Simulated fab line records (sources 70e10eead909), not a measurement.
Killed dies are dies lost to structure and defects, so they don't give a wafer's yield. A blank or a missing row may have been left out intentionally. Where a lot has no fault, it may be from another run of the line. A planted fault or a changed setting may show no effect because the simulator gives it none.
fab line records    flow nand_harc
record: lots: 12  wafers: 36  last_day: 33
route steps=1302 shown A_STAIRCASE@702 END@1302
lots with no fault: from the same line, run without faults
start_h: hours from the record's opening day to when the first of the lot's shown wafers began    wait_h: how many hours have passed since the lot's step before this one    " as in the row above    L1.1+2: a single row standing in for several wafers    - no value present, or no start provided    * or withheld: withheld    < > ~ a bound
route shown NAME@n: NAME is a module with steps in the file, n the number in the route of the first one    usual: mean/standard deviation of fault-free wafers    same: alike in all rows    chamber/n: place in a boat    sites: per-site readings    _std_site: how widely they spread, as a standard deviation    _edge_site: the outer-site mean with the inner-site mean subtracted    radius_mm: how far each site lies from the wafer's centre    mask NAME#n: copy n    behind: tool/chamber where the wafer was last shaped    hold: what put the lot on hold/how long, in hours/how the hold closed    device: the n, p or np transistor that did not switch    end of line: the same wafers' tests at the end of the route    a step without rows: its recipe alone    killed: not the wafer's yield, but the dies lost to structure and defects at the first sort    map: shows each die of a wafer: x if killed, . if not, _ if none is there
set.NAME: the setting as run; set.NAME@STEP: as run at that earlier step    model.NAME: the simulator's own value behind a step, which no gauge read
the route's steps for a sample of lots (tables are steps, rows are wafers)
services: from which hour (start_h, from the record's first day; less than 0 if before it) a tool's chamber was out of use, for how many hours, and why
== steps ==
step: NHARC_A_STAIRCASE_ETCH_188
recipe: target_depth_a: 1000  time_s: 40.5  ion_energy_ev: 400  c4f8_flow_sccm: 20  o2_flow_sccm: 10  ar_flow_sccm: withheld  rf_w: 600  bias_w: 1000  chemistry: C4F8/O2
usual: oes_product_au: 0.943/0.014  rf_fwd_power_W: 592/3  rf_vpp_V: 895/4.4
lot.wafer  tool         chamber  start_h  wait_h  oes_product_au  rf_fwd_power_W  rf_hours_counter_h  rf_vpp_V
L288.4     rie_diel-07  1        355.39   -       0.931           586             15                  895
L288.5     "            0        "        "       0.939           590             -                   895
L288.6     "            1        "        "       0.925           584             -                   895
L289.4     rie_diel-03  3        379.64   -       0.941           592             26                  900
L289.3     "            1        "        "       0.945           595             27                  893
L289.6     "            2        "        "       0.950           593             -                   904
L292.4     rie_diel-07  2        400.45   -       0.947           592             31                  891
L292.3     "            0        "        "       0.917           593             33                  895
L292.5     "            3        "        "       0.942           593             -                   901
L294.1     rie_diel-03  1        406.58   -       0.944           597             38                  894
L294.2     "            2        "        "       0.938           595             38                  903
L294.3     "            3        "        "       0.956           595             39                  901
L295.1     rie_diel-07  2        428.35   -       0.943           593             40                  889
L295.3     "            1        "        "       0.919           589             42                  895
L295.5     "            3        "        "       0.960           598             -                   900
L298.4     rie_diel-01  2        458.70   -       0.942           589             22                  892
L298.2     "            0        "        "       0.959           593             18                  896
L298.6     "            2        "        "       0.947           589             -                   893
L297.3     rie_diel-01  2        459.82   -       0.935           593             22                  891
L297.4     "            0        "        "       0.922           595             18                  897
L297.6     "            1        "        "       0.932           591             -                   892
L299.2     rie_diel-01  0        463.87   -       1.155           832             20                  896
L299.5     "            1        "        "       1.166           832             -                   893
L299.6     "            2        "        "       1.178           829             -                   892
L300.4     rie_diel-01  2        477.92   -       1.196           834             29                  890
L300.1     "            0        "        "       1.179           834             25                  894
L300.2     "            1        "        "       1.169           831             28                  894
L302.3     rie_diel-07  2        502.47   -       0.943           594             6                   886
L302.4     "            0        "        "       0.922           591             6                   892
L302.5     "            2        "        "       0.939           590             -                   886
L309.1     rie_diel-03  2        567.31   -       0.928           591             33                  902
L309.4     "            3        "        "       0.919           593             30                  901
L309.6     "            3        "        "       0.922           595             -                   900
L311.2     rie_diel-01  3        579.63   -       0.953           590             2                   897
L311.3     "            0        "        "       0.952           589             2                   895
L311.5     "            3        "        "       0.943           589             -                   895
step: NHARC_A_STAIRCASE_ETCH_190
recipe: target_depth_a: 1000  time_s: 40.5  ion_energy_ev: 400  c4f8_flow_sccm: 20  o2_flow_sccm: 10  ar_flow_sccm: withheld  rf_w: 600  bias_w: 1000  chemistry: C4F8/O2
usual: oes_product_au: 0.942/0.012  rf_fwd_power_W: 592/3.2  rf_vpp_V: 896/4.2
lot.wafer  tool         chamber  start_h  wait_h  oes_product_au  rf_fwd_power_W  rf_hours_counter_h  rf_vpp_V
L288.4     rie_diel-07  3        -        -       0.965           597             13                  899
L288.5     "            1        "        "       0.945           586             -                   896
L288.6     "            2        "        "       0.952           592             -                   889
L289.3     rie_diel-03  0        -        -       0.954           592             26                  896
L289.4     "            1        "        "       0.948           593             27                  894
L289.6     "            3        "        "       0.937           592             -                   902
L292.4     rie_diel-07  0        -        -       0.930           594             33                  895
L292.3     "            2        "        "       0.941           591             32                  890
L292.5     "            1        "        "       0.923           584             -                   896
L294.1     rie_diel-03  2        -        -       0.941           597             38                  902
L294.2     "            3        "        "       0.948           593             39                  901
L294.3     "            0        "        "       0.970           594             39                  894
L295.3     rie_diel-07  1        -        -       0.922           585             42                  896
L295.1     "            3        "        "       0.971           594             39                  900
L295.5     "            1        "        "       0.924           586             -                   895
L298.4     rie_diel-01  1        -        -       0.958           595             20                  891
L298.2     "            2        "        "       0.961           591             22                  890
L298.6     "            2        "        "       0.954           591             -                   890
L297.3     rie_diel-01  1        -        -       0.934           591             21                  892
L297.4     "            0        "        "       0.938           591             19                  897
L297.6     "            1        "        "       0.937           592             -                   892
L299.2     rie_diel-01  2        -        -       0.928           588             24                  892
L299.5     "            3        "        "       0.938           589             -                   897
L299.6     "            0        "        "       0.926           591             -                   895
L300.4     rie_diel-01  2        -        -       0.952           589             29                  892
L300.1     "            3        "        "       0.956           592             26                  896
L300.2     "            0        "        "       0.928           590             25                  895
L302.3     rie_diel-07  0        -        -       0.932           594             6                   894
L302.4     "            2        "        "       0.945           589             6                   889
L302.5     "            3        "        "       0.926           597             -                   899
L309.4     rie_diel-03  3        -        -       0.936           594             30                  900
L309.1     "            1        "        "       0.927           594             38                  893
L309.6     "            3        "        "       0.939           593             -                   901
L311.3     rie_diel-01  3        -        -       0.941           587             2                   896
L311.2     "            1        "        "       0.971           594             2                   890
L311.5     "            2        "        "       0.939           592             -                   890
step: NHARC_A_STAIRCASE_TRIM_191
recipe: time_s: 211.2  o2_flow_sccm: 500  ar_flow_sccm: 0  bias_w: 0  chemistry: O2
usual: drypump_motor_current_A: 6.0/0.37  oes_product_au: 1.000/0.0096  rf_vpp_V: 57.7/0.91  showerhead_plenum_p_Torr: 3.51/0.11  throttle_valve_pct: 17.037/0.0097
lot.wafer  tool         chamber  start_h  wait_h  drypump_motor_current_A  oes_product_au  rf_hours_counter_h  rf_vpp_V  showerhead_plenum_p_Torr  throttle_valve_pct
L288.4     rie_diel-07  0        -        -       5.1                      0.992           15                  58.3      3.50                      17.039
L288.5     "            0        "        "       5.1                      0.990           -                   57.7      3.50                      17.036
L288.6     "            1        "        "       6.1                      0.988           -                   61.0      3.51                      17.040
L289.3     rie_diel-03  0        -        -       6.1                      1.011           26                  57.0      3.50                      17.050
L289.4     "            2        "        "       6.0                      1.000           27                  58.5      3.73                      17.042
L289.6     "            0        "        "       6.0                      1.006           -                   56.6      3.50                      17.039
L292.4     rie_diel-07  1        -        -       6.0                      0.985           33                  58.8      3.50                      17.031
L292.3     "            3        "        "       5.9                      1.006           31                  58.8      3.65                      17.036
L292.5     "            0        "        "       5.1                      0.994           -                   58.7      3.49                      17.034
L294.2     rie_diel-03  3        -        -       6.2                      1.003           39                  56.7      3.67                      17.023
L294.1     "            1        "        "       6.3                      1.001           38                  57.9      3.46                      17.031
L294.3     "            2        "        "       6.0                      0.994           38                  58.9      3.73                      17.032
L295.3     rie_diel-07  3        -        -       5.9                      1.007           39                  57.5      3.65                      17.033
L295.1     "            0        "        "       5.1                      0.993           42                  57.0      3.49                      17.023
L295.5     "            1        "        "       6.0                      0.980           -                   59.5      3.50                      17.040
L298.4     rie_diel-01  1        -        -       6.5                      0.996           20                  56.7      3.43                      17.031
L298.2     "            2        "        "       6.0                      1.008           22                  58.0      3.41                      17.041
L298.6     "            1        "        "       6.5                      0.999           -                   58.9      3.43                      17.033
L297.4     rie_diel-01  2        -        -       6.0                      1.006           23                  56.0      3.41                      17.036
L297.3     "            3        "        "       6.5                      1.009           21                  57.6      3.53                      17.046
L297.6     "            2        "        "       6.0                      1.005           -                   58.8      3.41                      17.033
L299.2     rie_diel-01  2        -        -       6.0                      0.992           24                  58.6      3.41                      17.049
L299.5     "            3        "        "       6.5                      1.006           -                   58.6      3.53                      17.027
L299.6     "            0        "        "       5.7                      1.002           -                   58.9      3.52                      17.026
L300.4     rie_diel-01  3        -        -       6.5                      1.014           26                  56.9      3.53                      17.045
L300.2     "            1        "        "       6.5                      1.004           28                  57.4      3.43                      17.040
L300.1     "            2        "        "       6.0                      1.010           29                  55.6      3.40                      17.027
L302.4     rie_diel-07  3        -        -       5.8                      0.999           7                   57.6      3.63                      17.036
L302.3     "            1        "        "       6.0                      1.007           5                   58.9      3.49                      17.050
L302.5     "            2        "        "       5.7                      0.997           -                   57.6      3.31                      17.042
L309.4     rie_diel-03  0        -        -       6.1                      0.998           37                  57.0      3.46                      17.031
L309.1     "            2        "        "       6.1                      1.005           34                  58.6      3.70                      17.045
L309.6     "            0        "        "       6.1                      1.002           -                   59.1      3.46                      17.030
L311.3     rie_diel-01  0        -        -       5.7                      0.987           2                   57.2      3.50                      17.033
L311.2     "            1        "        "       6.5                      1.011           2                   57.4      3.41                      17.048
L311.5     "            0        "        "       5.7                      0.998           -                   57.4      3.50                      17.062
step: NHARC_A_STAIRCASE_ETCH_192
recipe: target_depth_a: 1000  time_s: 40.5  ion_energy_ev: 400  c4f8_flow_sccm: 20  o2_flow_sccm: 10  ar_flow_sccm: withheld  rf_w: 600  bias_w: 1000  chemistry: C4F8/O2
usual: oes_product_au: 0.943/0.013  rf_fwd_power_W: 592.0/2.9  rf_vpp_V: 896/4.4
lot.wafer  tool         chamber  start_h  wait_h  oes_product_au  rf_fwd_power_W  rf_hours_counter_h  rf_vpp_V
L288.4     rie_diel-07  0        -        -       0.916           590.1           15                  898
L288.5     "            2        "        "       0.953           592.3           -                   889
L288.6     "            3        "        "       0.968           592.6           -                   902
L289.4     rie_diel-03  2        -        -       0.945           593.0           27                  906
L289.3     "            0        "        "       0.964           594.1           26                  894
L289.6     "            2        "        "       0.944           594.0           -                   904
L292.3     rie_diel-07  2        -        -       0.925           594.4           32                  890
L292.4     "            3        "        "       0.941           594.5           31                  900
L292.5     "            1        "        "       0.921           585.4           -                   895
L294.3     rie_diel-03  1        -        -       0.953           594.0           38                  895
L294.1     "            2        "        "       0.947           596.5           38                  903
L294.2     "            0        "        "       0.958           587.5           40                  895
L295.3     rie_diel-07  3        -        -       0.959           597.2           39                  901
L295.1     "            0        "        "       0.951           592.8           42                  895
L295.5     "            2        "        "       0.938           592.0           -                   890
L298.4     rie_diel-01  3        -        -       0.963           589.5           20                  896
L298.2     "            0        "        "       0.945           592.2           18                  896
L298.6     "            3        "        "       0.958           587.4           -                   895
L297.4     rie_diel-01  0        -        -       0.929           591.9           19                  895
L297.3     "            2        "        "       0.941           592.9           23                  891
L297.6     "            0        "        "       0.926           591.2           -                   896
L299.2     rie_diel-01  1        -        -       0.937           592.9           23                  892
L299.5     "            2        "        "       0.944           588.5           -                   891
L299.6     "            3        "        "       0.944           589.2           -                   894
L300.4     rie_diel-01  2        -        -       0.961           591.5           29                  891
L300.2     "            3        "        "       0.962           588.9           26                  896
L300.1     "            0        "        "       0.935           591.6           25                  897
L302.3     rie_diel-07  3        -        -       0.931           594.5           7                   899
L302.4     "            1        "        "       0.927           586.0           5                   894
L302.5     "            0        "        "       0.925           591.3           -                   894
L309.4     rie_diel-03  3        -        -       0.930           593.4           30                  900
L309.1     "            2        "        "       0.966           596.3           34                  902
L309.6     "            0        "        "       0.954           593.6           -                   893
L311.3     rie_diel-01  0        -        -       0.943           593.5           2                   896
L311.2     "            1        "        "       0.965           590.8           2                   893
L311.5     "            3        "        "       0.955           590.0           -                   894
step: NHARC_END_SORT_01
recipe: temp_c: 25
usual: killed_at_array: 54/21  killed_at_other: 1.0/1.2  killed_at_periphery: 3.6/2.6  killed_dies: 58/20  killed_open: 3.3/1.9  killed_short: 2.6/1.5
same: gross_dies: 677
lot.wafer  tool       chamber  start_h  wait_h  killed_at_array  killed_at_other  killed_at_periphery  killed_dies  killed_open  killed_short
L299.2     prober-02  0        660.68   2.8     671              0                6                    677          4            2
L299.5     prober-02  0        663.05   3.7     673              0                4                    677          2            3
L299.6     prober-02  0        663.84   4.0     667              0                10                   677          1            3
L300.1     prober-02  0        687.41   2.5     674              0                3                    677          3            0
L300.2     prober-02  0        688.22   2.8     668              1                8                    677          2            3
L300.4     prober-02  0        689.84   3.4     671              0                6                    677          6            5
killed by level:class
L299.2 A_STAIRCASE:area_etch=575 A_CHANNEL_HOLE_D1:chamber_film_flake=36 A_SLIT:chamber_film_flake=35 A_STAIRCASE:chamber_film_flake=12 P_M2:chamber_film_flake=3 A_SGD_CUT:chamber_film_flake=3 A_CONTACT:chamber_film_flake=3 P_CONTACT:geometric_particle:open=2
L299.5 A_STAIRCASE:area_etch=610 A_CHANNEL_HOLE_D1:chamber_film_flake=28 A_SLIT:chamber_film_flake=20 A_STAIRCASE:chamber_film_flake=6 A_ZERO_WELL:chamber_film_flake=4 A_CHANNEL_FILL_D2:geometric_particle:short=2 P_GATE:chamber_film_flake=2 P_CONTACT:geometric_particle:open=1
L299.6 A_STAIRCASE:area_etch=590 A_CHANNEL_HOLE_D1:chamber_film_flake=29 A_SLIT:chamber_film_flake=28 A_STAIRCASE:chamber_film_flake=9 P_M2:chamber_film_flake=6 A_CONTACT:chamber_film_flake=3 P_GATE:geometric_particle:short=2 P_GATE:chamber_film_flake=2
L300.1 A_STAIRCASE:area_etch=654 A_STAIRCASE:chamber_film_flake=4 A_WL_FILL:chamber_film_flake=4 A_CHANNEL_HOLE_D1:chamber_film_flake=3 A_CHANNEL_FILL_D2:chamber_film_flake=3 P_STI:chamber_film_flake=2 P_M0:geometric_particle:open=1 A_WL_FILL:geometric_particle:open=1
L300.2 A_STAIRCASE:area_etch=644 P_GATE:chamber_film_flake=6 A_CHANNEL_HOLE_D1:chamber_film_flake=6 A_CONTACT:chamber_film_flake=3 P_STI:chamber_film_flake=2 A_CHANNEL_HOLE_D2:chamber_film_flake=2 A_CHANNEL_FILL_D2:chamber_film_flake=2 A_WL_FILL:chamber_film_flake=2
L300.4 A_STAIRCASE:area_etch=649 A_WL_FILL:chamber_film_flake=5 A_ONON_D2:geometric_particle:short=3 P_GATE:chamber_film_flake=3 A_CHANNEL_HOLE_D1:chamber_film_flake=3 A_SLIT:chamber_film_flake=3 P_CONTACT:geometric_particle:open=2 P_M1:geometric_particle:short=1
== services ==
tool         chamber  start_h  hours  kind
rie_diel-01  1        332.89   7.1    repair
rie_diel-01  0        338.41   -      clean
rie_diel-01  2        338.41   -      clean
rie_diel-01  3        338.41   -      clean
rie_diel-07  3        341.56   4.2    repair
rie_diel-03  -        344.08   1.1    repair
rie_diel-01  0        362.91   -      clean
rie_diel-01  1        362.91   -      clean
rie_diel-01  2        362.91   -      clean
rie_diel-01  3        362.91   -      clean
rie_diel-01  -        385.22   9.0    pm
rie_diel-01  0        385.22   9.0    vent_cycle
rie_diel-01  1        385.22   9.0    vent_cycle
rie_diel-01  2        385.22   9.0    vent_cycle
rie_diel-01  3        385.22   9.0    vent_cycle
rie_diel-01  0        394.22   -      clean
rie_diel-01  1        394.22   -      clean
rie_diel-01  2        394.22   -      clean
rie_diel-03  3        412.11   5.2    repair
rie_diel-03  -        458.41   9.0    pm
rie_diel-07  1        464.75   7.1    repair
rie_diel-07  -        472.80   9.0    pm
rie_diel-03  3        497.25   12.1   repair
rie_diel-01  -        562.26   9.0    pm
== key ==
first_sign: step: NHARC_A_STAIRCASE_ETCH_188  reading: rf_fwd_power_W  direction: up  sigmas: 80  usual: *  struck: *
effect: step: NHARC_A_STAIRCASE_ETCH_188  reading: oes_product_au  direction: up  sigmas: 16  usual: 0.943  struck: 1.174
effect: step: NHARC_END_SORT_01  reading: killed_dies  direction: up  sigmas: 30  usual: 58  struck: 677
more_kills_born_at: NHARC_A_STAIRCASE_ETCH_188@rie_diel-01: 3722
met_at NHARC_A_STAIRCASE_ETCH_188
struck_lots L299,L300
later_rows_left_out L299.2,L299.5,L299.6,L300.1,L300.2,L300.4
tester_left_out L299,L300
not_acting_at NHARC_A_STAIRCASE_ETCH_190,NHARC_A_STAIRCASE_TRIM_191,NHARC_A_STAIRCASE_ETCH_192
onset_between 459.82 463.87
fault: kind: process_parameter_drift  tool: rie_diel-01  chamber: -  onset_h: 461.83  steps: NHARC_A_STAIRCASE_ETCH_188  channel: rf_w  offset: *  shape: step  end_h: 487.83  acts_in: *  stated: *
tester_left_out: of these lots the tester's yield and bins aren't shown, on N5 and GAA mostly nor the transistor test; their killed dies are dies lost to structure and defects alone, not to doping, threshold or leakage, so they don't give the yield
later_rows_left_out: the simulator's readings of these wafers behind a module that went badly wrong aren't trusted and aren't shown, but for the sort
